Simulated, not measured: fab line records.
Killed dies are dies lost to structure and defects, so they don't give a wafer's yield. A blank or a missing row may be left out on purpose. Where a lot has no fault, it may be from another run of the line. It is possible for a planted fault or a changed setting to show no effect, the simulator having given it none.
Struck lot and sound lot, side by side	flow n5-finfet	36 out of 1938 route steps
Sound: these wafers, L837.2, L837.3, L837.4. Wafers struck: L843.1, L843.2, L843.5. The cause is given at the end.
Each step with rows lists, per side, the tool, then ch with its chambers, then its first start. Under that, the readings that differ: sound wafers	struck wafers	difference of the means	sigmas: that difference in standard deviations of wafers without a fault.
alike: readings whose means differ by less than 2 such deviations, and words and numbers that are the same on both sides. not compared: withheld readings, readings that some wafer has no value for, bounds like >300 that may hide the same value, and numbers for which the record gives no deviation and whose values overlap.
Wherever a step has rows on one side only, a row that says differs or no value, or a row with sigmas, the two part there. Numbers that have no deviation but don't overlap get no sigmas and don't part them. A reading that every wafer of one side lacks parts them only if that side has two wafers or more.

first, 9 steps without rows for these wafers: N5_BEOL_M4_ANNEAL_95 (time 240 s); N5_BEOL_M4_SPUTTER_96 (material Cu, target thk 4.5 nm, time 8.29 s); N5_BEOL_M4_ECD_50 (material Cu, target thk 300 nm); N5_BEOL_M4_ANNEAL_51 (time 90 s); N5_BEOL_M4_CMP_52 (polishes, stops on SiOC, t overpolish 6.8 s, target thk 40 nm); N5_BEOL_M4_PRE_CLEAN_60 (time 15 s); N5_BEOL_M4_CO_CAP_55 (material Co, precursor CCTBA/H2, target thk 2 nm, time 102.1 s); N5_BEOL_M4_PRE_CLEAN_56 (time 15 s); N5_BEOL_M4_DEP_57 (deposits SiCN from 3MS/NH3, target thk 8 nm, time 14 s).
N5_BEOL_M4_RC_MEAS_101:
  sound on prober-01 ch 0, day 10 10:22; struck on prober-01 ch 0, day 11 20:53
  alike: DIBL_N, DIBL_P, IOFF_N, IOFF_P, ION_N, ION_P, SS_N, SS_P, VT_N, VT_P
then, 24 steps without rows for these wafers: N5_BEOL_M5_ILD_DEP_00 (deposits SiCOH lowk from DEMS/porogen, target thk 140.64 nm, time 25.9 s); N5_BEOL_M5_CURE_79 (cures SiCOH lowk, time 240 s); N5_BEOL_M5_PECVD_70 (deposits SiO2 from TEOS/O2, target thk 16 nm, time 18 s); N5_BEOL_M5_HM_DEP_02 (deposits TiN, target thk 20 nm); N5_BEOL_M5_COAT_59 (time 60 s, resist thk 60 nm); N5_BEOL_M5_COAT_60 (time 60 s, resist thk 12 nm); N5_BEOL_M5_COAT_71 (time 60 s, resist thk 5 nm); N5_BEOL_M5_COAT_05 (resist thk 30 nm); N5_BEOL_M5_EBR_07; N5_BEOL_M5_SOFTBAKE_06 (time 60 s); N5_BEOL_M5_EXPOSE_08 (exposes mask M5, target cd 28 nm); N5_BEOL_M5_PEB_09 (peb time 60 s); N5_BEOL_M5_DEVELOP_10 (develop time 30 s); N5_BEOL_M5_DESCUM_16 (chemistry O2, time 7 s); N5_BEOL_M5_ETCH_72 (etches underlayer in N2/H2, target depth 6.5 nm, time 5.2 s); N5_BEOL_M5_ETCH_61 (etches SiARC in CF4, target depth 15.6 nm, time 26 s); N5_BEOL_M5_ETCH_62 (etches SOC in N2/H2, target depth 75 nm, overetch 15 nm, time 112.5 s); N5_BEOL_M5_STRIP_63 (strips in N2/H2); N5_BEOL_M5_STRIP_73 (strips in N2/H2); N5_BEOL_M5_STRIP_64 (strips in CF4); N5_BEOL_M5_HM_OPEN_17 (chemistry Cl2/BCl3, target TiN, target depth 20 nm, overetch 6 nm); N5_BEOL_M5_STRIP_19 (strips in O2); N5_BEOL_M5_COAT_65 (time 60 s, resist thk 60 nm); N5_BEOL_M5_COAT_66 (time 60 s, resist thk 12 nm).
-- here the record skips 4 days between the struck wafers' starts before and after, leaving off in module BEOL_M5 and picking up in module PASSIVATION (first step shown: number 1915 of the route) --
N5_PASSIVATION_PECVD_53: deposits SiO2 from TEOS/O2, target thk 800 nm, time 169.4 s.
  sound on pecvd-02 ch 0,1,2, day 14 12:28; struck on pecvd-02 ch 0,1, day 16 03:55
reading	sound	struck	difference	sigmas
run-length-s (s)	197.6 197.3 197.7	277.8 277.9 277.9	+80.3	+99 or more
model.SiO2_of_PASSIVATION_PECVD_53.thk-nm (nm)	787.8 798.2 795.8	1169 1158 1184	+376	
N5_PASSIVATION_PROBE_49:
  the record has rows for the struck wafers here (prober-02, day 16 07:51) and none for the sound ones

## WHERE THEY PART
At N5_PASSIVATION_PECVD_53 first; at N5_PASSIVATION_PROBE_49 last (within this record only).

WHY: the cause the simulator had injected
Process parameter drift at N5_PASSIVATION_PECVD_53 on pecvd-02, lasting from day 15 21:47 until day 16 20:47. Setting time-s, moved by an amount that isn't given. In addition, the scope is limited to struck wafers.
